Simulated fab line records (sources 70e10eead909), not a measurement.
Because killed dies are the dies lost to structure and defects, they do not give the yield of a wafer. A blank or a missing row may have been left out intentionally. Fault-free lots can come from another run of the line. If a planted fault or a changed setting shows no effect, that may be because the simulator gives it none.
Matching of chambers / flow nandHarc / rieDiel-07 running NHARC_P_BONDPAD_STRIP_15: 4 sister chambers
The step strips in O2. 16 wafers are shown with their chamber, then 8 later ones without.

## WAFERS WITH THEIR CHAMBER
wafer=L078.3; chamber=3; showerheadPlenumPTorr (Torr)=3.45; drypumpMotorCurrentA (A)=5.7; rfVppV (V)=56.5
wafer=L078.4; chamber=0; showerheadPlenumPTorr (Torr)=3.44; drypumpMotorCurrentA (A)=5.8; rfVppV (V)=57.2
wafer=L078.6; chamber=2; showerheadPlenumPTorr (Torr)=3.64; drypumpMotorCurrentA (A)=6.4; rfVppV (V)=57.8
wafer=L081.3; chamber=3; showerheadPlenumPTorr (Torr)=3.45; drypumpMotorCurrentA (A)=5.8; rfVppV (V)=57.3
wafer=L081.4; chamber=1; showerheadPlenumPTorr (Torr)=3.44; drypumpMotorCurrentA (A)=6.4; rfVppV (V)=57.0
wafer=L081.5; chamber=3; showerheadPlenumPTorr (Torr)=3.45; drypumpMotorCurrentA (A)=5.8; rfVppV (V)=57.4
wafer=L084.2; chamber=0; showerheadPlenumPTorr (Torr)=3.43; drypumpMotorCurrentA (A)=5.8; rfVppV (V)=58.1
wafer=L084.3; chamber=2; showerheadPlenumPTorr (Torr)=3.64; drypumpMotorCurrentA (A)=6.5; rfVppV (V)=58.3
wafer=L084.6; chamber=2; showerheadPlenumPTorr (Torr)=3.64; drypumpMotorCurrentA (A)=6.5; rfVppV (V)=57.8
wafer=L087.2; chamber=0; showerheadPlenumPTorr (Torr)=3.43; drypumpMotorCurrentA (A)=5.8; rfVppV (V)=56.7
wafer=L087.3; chamber=1; showerheadPlenumPTorr (Torr)=3.44; drypumpMotorCurrentA (A)=6.4; rfVppV (V)=57.4
wafer=L087.6; chamber=3; showerheadPlenumPTorr (Torr)=3.45; drypumpMotorCurrentA (A)=5.8; rfVppV (V)=56.4
wafer=L089.3; chamber=2; showerheadPlenumPTorr (Torr)=3.64; drypumpMotorCurrentA (A)=6.5; rfVppV (V)=57.8
wafer=L089.4; chamber=1; showerheadPlenumPTorr (Torr)=3.44; drypumpMotorCurrentA (A)=6.4; rfVppV (V)=58.9
wafer=L089.5; chamber=2; showerheadPlenumPTorr (Torr)=3.64; drypumpMotorCurrentA (A)=6.5; rfVppV (V)=59.2
wafer=L093.2; chamber=0; showerheadPlenumPTorr (Torr)=3.43; drypumpMotorCurrentA (A)=5.8; rfVppV (V)=56.2

SIGNATURES, as means of the wafers listed above
reading=showerheadPlenumPTorr; chamber 0=3.4325; chamber 1=3.4400; chamber 2=3.6400; chamber 3=3.4500; scatter within a chamber=0.0025
reading=drypumpMotorCurrentA; chamber 0=5.800; chamber 1=6.400; chamber 2=6.480; chamber 3=5.775; scatter within a chamber=0.0359
reading=rfVppV; chamber 0=57.050; chamber 1=57.767; chamber 2=58.180; chamber 3=56.900; scatter within a chamber=0.724
Rule: a wafer lies at a distance from a chamber equal to the root of the sum of squares, over the readings, of (its reading less the chamber's mean, divided by the reading's scatter). The wafer belongs to the nearest chamber; if the next one is less than 2 further off, it can't be placed. The scatter: the root of (the sum of the squares of (reading less its chamber's mean) over the shown wafers, divided by (wafers less chambers)).

## WAFERS WITH NO CHAMBER GIVEN
wafer=L093.3; showerheadPlenumPTorr (Torr)=3.64; drypumpMotorCurrentA (A)=6.5; rfVppV (V)=57.8
wafer=L093.4; showerheadPlenumPTorr (Torr)=3.45; drypumpMotorCurrentA (A)=5.8; rfVppV (V)=58.1
wafer=L096.1; showerheadPlenumPTorr (Torr)=3.43; drypumpMotorCurrentA (A)=5.8; rfVppV (V)=57.3
wafer=L096.4; showerheadPlenumPTorr (Torr)=3.45; drypumpMotorCurrentA (A)=5.8; rfVppV (V)=58.0
wafer=L096.5; showerheadPlenumPTorr (Torr)=3.43; drypumpMotorCurrentA (A)=5.8; rfVppV (V)=58.1
wafer=L097.1; showerheadPlenumPTorr (Torr)=3.45; drypumpMotorCurrentA (A)=5.8; rfVppV (V)=57.4
wafer=L097.3; showerheadPlenumPTorr (Torr)=3.44; drypumpMotorCurrentA (A)=6.4; rfVppV (V)=57.2
wafer=L097.5; showerheadPlenumPTorr (Torr)=3.45; drypumpMotorCurrentA (A)=5.8; rfVppV (V)=57.3

## CHAMBER TAKEN BY EACH
wafer=L093.3; from the rows above=2; in truth=2
wafer=L093.4; from the rows above=3; in truth=3
wafer=L096.1; from the rows above=0; in truth=0
wafer=L096.4; from the rows above=3; in truth=3
wafer=L096.5; from the rows above=0; in truth=0
wafer=L097.1; from the rows above=3; in truth=3
wafer=L097.3; from the rows above=1; in truth=1
wafer=L097.5; from the rows above=3; in truth=3
Correctly placed: 8 of 8. Left unplaced by these rows: 0. 0 placed wrongly.
